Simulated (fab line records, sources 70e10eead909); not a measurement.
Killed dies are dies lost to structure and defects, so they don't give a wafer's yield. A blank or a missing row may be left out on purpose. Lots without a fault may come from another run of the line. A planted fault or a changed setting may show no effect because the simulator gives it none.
Chamber matching | flow nand_harc | NHARC_P_GATE_ETCH_104 on rie_diel-10: 4 sister chambers
The step etches the open film in CF4/CHF3, target depth 60 nm. 4 wafers are shown with their chamber, then 11 later ones without.

WAFERS WITH THEIR CHAMBER
wafer  | chamber | drypump_motor_current_A (A)
L084.4 | 2       | 6.1
L085.1 | 1       | 5.6
L085.4 | 0       | 6.0
L086.1 | 3       | 5.4

WAFERS WITHOUT THEIR CHAMBER
wafer  | drypump_motor_current_A (A)
L086.5 | 5.4
L086.6 | 6.1
L091.2 | 5.9
L091.4 | 6.1
L091.5 | 5.6
L093.1 | 6.0
L093.4 | 6.1
L093.6 | 6.1
L094.3 | 6.1
L094.4 | 6.0
L094.5 | 5.6

WHICH CHAMBER EACH WENT THROUGH
wafer  | from the rows above | in truth
L086.5 | 3                   | 3
L086.6 | 2                   | 2
L091.2 | 0                   | 0
L091.4 | 2                   | 2
L091.5 | 1                   | 1
L093.1 | 0                   | 0
L093.4 | 2                   | 2
L093.6 | 2                   | 2
L094.3 | 2                   | 2
L094.4 | 0                   | 0
L094.5 | 1                   | 1
Placed correctly: 11 of 11. Can't be placed from these rows: 0. Placed wrongly: 0.
How it was worked out, from the rows above alone: a wafer's distance from a chamber is the root of the sum, over the readings, of the square of ((its reading less the chamber's mean) divided by the reading's scatter). The wafer belongs to the nearest chamber; if the next one is less than 2 further off, it can't be placed. A chamber's mean is the mean of its shown wafers. The scatter: with one shown wafer a chamber, the root of the mean of the squares of how far each hidden wafer lies from its nearest shown one.
